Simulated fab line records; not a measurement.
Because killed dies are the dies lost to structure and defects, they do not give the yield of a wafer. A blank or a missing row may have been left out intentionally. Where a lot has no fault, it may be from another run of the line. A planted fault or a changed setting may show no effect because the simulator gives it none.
What tool caused it? | flow n5 finfet | 24 lots, 72 wafers sampled, at 3 steps of a route of 1938

WHAT THE GAUGES SHOWED, per wafer
N5_BEOL_M3_CD_MEAS_35: target cd 18 nm, target cd y 21 nm.
lot  | measured     | on        | cd nm (nm)
L075 | day 8 01:29  | cd sem-01 | 18.0 18.0 17.2
L074 | day 8 07:15  | cd sem-03 | 17.5 17.6 17.5
L076 | day 8 14:18  | cd sem-01 | 17.9 17.2 17.6
L077 | day 8 14:26  | cd sem-03 | 17.8 17.7 17.9
L078 | day 8 17:15  | cd sem-02 | 17.8 18.4 17.6
L080 | day 9 02:18  | cd sem-01 | 17.9 17.8 17.6
L079 | day 9 07:50  | cd sem-02 | 17.6 18.0 18.0
L081 | day 9 09:02  | cd sem-01 | 17.7 17.7 18.3
L082 | day 9 12:59  | cd sem-01 | 18.0 18.7 18.0
L083 | day 9 13:01  | cd sem-03 | 18.5 17.7 18.3
L084 | day 10 00:49 | cd sem-02 | 17.5 18.6 18.1
L085 | day 10 08:40 | cd sem-02 | 17.9 17.7 17.9
L086 | day 10 14:29 | cd sem-02 | 17.9 17.9 17.3
L087 | day 11 10:16 | cd sem-03 | 17.9 17.9 18.1
L088 | day 11 12:53 | cd sem-03 | 18.4 17.8 18.4
L089 | day 11 16:35 | cd sem-03 | 17.8 17.8 17.7
L090 | day 11 12:49 | cd sem-01 | 18.2 18.2 17.9
L091 | day 11 23:31 | cd sem-02 | 17.9 17.9 17.9
L092 | day 12 00:05 | cd sem-03 | 17.8 17.9 18.2
L093 | day 12 03:51 | cd sem-03 | 17.8 17.7 17.5
L094 | day 12 20:14 | cd sem-01 | 17.5 17.2 18.1
L095 | day 13 01:39 | cd sem-01 | 18.0 18.3 18.0
L096 | day 13 09:09 | cd sem-03 | 17.7 17.7 18.0
L097 | day 13 08:49 | cd sem-02 | 18.3 18.2 18.1

EACH LOT AND THE TOOL THAT RAN IT (in order: tool; ch and the chambers of the sampled wafers; start)
lot  | N5_BEOL_M3_PECVD_72             | N5_BEOL_M3_DESCUM_33
L075 | pecvd-01 ch 1,2, day 7 03:27    | rie diel-04 ch 0,1, day 7 05:03
L074 | pecvd-03 ch 0,1,2, day 7 16:10  | rie diel-06 ch 0,2,3, day 7 19:50
L076 | pecvd-03 ch 1,2, day 7 22:47    | rie diel-04 ch 0,1, day 8 02:44
L077 | pecvd-03 ch 0,1, day 8 05:29    | rie diel-04 ch 0,1,2, day 8 08:57
L078 | pecvd-03 ch 0,1,2, day 8 09:05  | rie diel-06 ch 0,2, day 8 12:05
L080 | pecvd-01 ch 0,1,2, day 8 14:56  | rie diel-06 ch 0,1,2, day 8 16:38
L079 | pecvd-03 ch 0,1,2, day 8 15:31  | rie diel-06 ch 1,2,3, day 8 18:40
L081 | pecvd-03 ch 1,2, day 8 21:20    | rie diel-04 ch 1,2, day 8 23:54
L082 | pecvd-01 ch 1,2, day 9 03:04    | rie diel-03 ch 1,2,3, day 9 04:36
L083 | pecvd-04 ch 0,2, day 9 03:25    | rie diel-04 ch 0,2,3, day 9 06:30
L084 | pecvd-04 ch 0,1,2, day 9 21:37  | rie diel-03 ch 0,1,2, day 9 23:23
L085 | pecvd-01 ch 1,2, day 10 05:40   | rie diel-03 ch 1,3, day 10 07:47
L086 | pecvd-03 ch 0,1, day 10 06:12   | rie diel-06 ch 0,1,3, day 10 07:50
L087 | pecvd-03 ch 0,1, day 10 18:43   | rie diel-04 ch 0,1,3, day 10 20:13
L088 | pecvd-03 ch 1,2, day 10 19:26   | rie diel-06 ch 0,1,3, day 11 00:40
L089 | pecvd-03 ch 0,2, day 10 22:35   | rie diel-03 ch 1,2,3, day 11 01:26
L090 | pecvd-01 ch 0,2, day 11 00:18   | rie diel-03 ch 2,3, day 11 02:00
L091 | pecvd-03 ch 0,1, day 11 11:00   | rie diel-04 ch 0,3, day 11 13:43
L092 | pecvd-03 ch 0,2, day 11 14:08   | rie diel-06 ch 0,1,3, day 11 17:58
L093 | pecvd-04 ch 0,1, day 11 17:08   | rie diel-04 ch 0,1,3, day 11 18:58
L094 | pecvd-04 ch 0,1, day 12 08:22   | rie diel-03 ch 0,1,2, day 12 12:09
L095 | pecvd-01 ch 0,1,2, day 12 08:39 | rie diel-03 ch 1,2, day 12 12:45
L096 | pecvd-01 ch 1,2, day 12 17:01   | rie diel-03 ch 0,3, day 12 21:10
L097 | pecvd-01 ch 0,1,2, day 12 20:38 | rie diel-06 ch 0,2,3, day 12 22:28
- N5_BEOL_M3_PECVD_72: deposits SiO2 from TEOS/O2, target thk 16 nm, time 18 s.
- N5_BEOL_M3_DESCUM_33: chemistry O2, time 7 s.

WHAT THE TOOLS THEMSELVES READ (means of the sampled wafers that have a number; where no wafer has one, the mark that the record gives instead)
N5_BEOL_M3_PECVD_72.
lot  | tool     | heater power w (W) | showerhead plenum p Torr (Torr) | throttle valve pct (%)
L075 | pecvd-01 | 673                | 8.84                            | 22.9
L074 | pecvd-03 | 742                | 8.83                            | 21.8
L076 | pecvd-03 | 705                | 8.83                            | 21.9
L077 | pecvd-03 | 719                | 8.89                            | 22.1
L078 | pecvd-03 | 698                | 8.83                            | 21.6
L080 | pecvd-01 | 682                | 8.85                            | 23.0
L079 | pecvd-03 | 741                | 8.82                            | 21.8
L081 | pecvd-03 | 714                | 8.89                            | 22.2
L082 | pecvd-01 | 672                | 8.84                            | 23.2
L083 | pecvd-04 | 751                | 8.79                            | 22.7
L084 | pecvd-04 | 681                | 8.80                            | 22.9
L085 | pecvd-01 | 636                | 8.85                            | 23.1
L086 | pecvd-03 | 761                | 8.90                            | 22.2
L087 | pecvd-03 | 778                | 8.83                            | 21.8
L088 | pecvd-03 | 724                | 8.82                            | 21.5
L089 | pecvd-03 | 674                | 8.76                            | 21.0
L090 | pecvd-01 | 756                | 8.85                            | 23.3
L091 | pecvd-03 | 811                | 8.83                            | 22.1
L092 | pecvd-03 | 731                | 8.76                            | 21.0
L093 | pecvd-04 | 724                | 8.80                            | 23.1
L094 | pecvd-04 | 680                | 8.81                            | 23.0
L095 | pecvd-01 | 668                | 8.86                            | 23.2
L096 | pecvd-01 | 728                | 8.83                            | 21.6
L097 | pecvd-01 | 685                | 8.86                            | 23.2

N5_BEOL_M3_DESCUM_33.
lot  | tool        | drypump motor current A (A) | oes product au (a.u.) | rf vpp V (V) | showerhead plenum p Torr (Torr) | temp c (C) | throttle valve pct (%)
L075 | rie diel-04 | 6.2                         | 0.84                  | 244.4        | 2.15                            | 39.96      | 20.11
L074 | rie diel-06 | 5.6                         | 0.74                  | 241.8        | 2.03                            | 39.96      | 20.62
L076 | rie diel-04 | 6.2                         | 0.79                  | 244.2        | 2.16                            | 40.10      | 20.22
L077 | rie diel-04 | 6.3                         | 0.76                  | 244.2        | 2.15                            | 39.98      | 20.35
L078 | rie diel-06 | 5.5                         | 0.78                  | 242.0        | 2.05                            | 40.01      | 20.52
L080 | rie diel-06 | 5.4                         | 0.76                  | 242.7        | 2.07                            | 40.01      | 20.60
L079 | rie diel-06 | 5.6                         | 0.76                  | 241.9        | 2.04                            | 39.94      | 20.53
L081 | rie diel-04 | 6.4                         | 0.70                  | 244.2        | 2.15                            | 40.05      | 20.58
L082 | rie diel-03 | 5.9                         | 0.83                  | 244.0        | 2.12                            | 40.03      | 20.27
L083 | rie diel-04 | 5.9                         | 0.75                  | 244.1        | 2.15                            | 39.95      | 20.49
L084 | rie diel-03 | 5.9                         | 0.73                  | 243.4        | 2.11                            | 39.97      | 20.58
L085 | rie diel-03 | 5.9                         | 0.77                  | 244.3        | 2.14                            | 39.96      | 20.32
L086 | rie diel-06 | 5.6                         | 0.71                  | 242.4        | 2.05                            | 39.96      | 20.72
L087 | rie diel-04 | 5.9                         | 0.76                  | 243.7        | 2.15                            | 39.96      | 20.38
L088 | rie diel-06 | 5.6                         | 0.71                  | 243.1        | 2.05                            | 39.96      | 20.73
L089 | rie diel-03 | 5.9                         | 0.81                  | 244.1        | 2.11                            | 40.06      | 20.28
L090 | rie diel-03 | 5.9                         | 0.84                  | 241.8        | 2.07                            | 40.03      | 20.24
L091 | rie diel-04 | 5.6                         | 0.77                  | 243.4        | 2.15                            | 40.04      | 20.52
L092 | rie diel-06 | 5.6                         | 0.70                  | 242.6        | 2.05                            | 39.87      | 20.73
L093 | rie diel-04 | 5.9                         | 0.76                  | 244.5        | 2.15                            | 40.04      | 20.41
L094 | rie diel-03 | 5.9                         | 0.82                  | 243.5        | 2.11                            | 39.90      | 20.46
L095 | rie diel-03 | 5.7                         | 0.76                  | 243.3        | 2.07                            | 40.16      | 20.41
L096 | rie diel-03 | 6.2                         | 0.93                  | 244.2        | 2.15                            | 40.06      | 20.37
L097 | rie diel-06 | 5.6                         | 0.72                  | 241.6        | 2.02                            | 39.98      | 20.68

THE ANSWER, worked out from the rows above alone
Rule: what is usual is taken from the lots themselves. Put in order of their means at a reading, lots are off if they are a third of the lots or fewer, leave a main group of 4 or more, and stand apart from it by a gap of 3 or more times the standard deviation of the main group's means; of several such gaps the widest counts. If all means in a main group match to the digits the tables above print for the reading, that group is not used. A lot without any number at a reading at which 4 lots or more have one is off too. Where the step has rows for the other lots, those lots are counted as sound. Order of review: gauges by route order, followed by the tools' own readings, for which a lot's mean as printed above is used. The first step at which some lot is off is used, and at that step the reading that is off furthest; a lot without a number counts as furthest.
Across all readings shown, no lot is off: no conclusion can be drawn from this.

WHAT THE SIMULATOR HAD INSERTED
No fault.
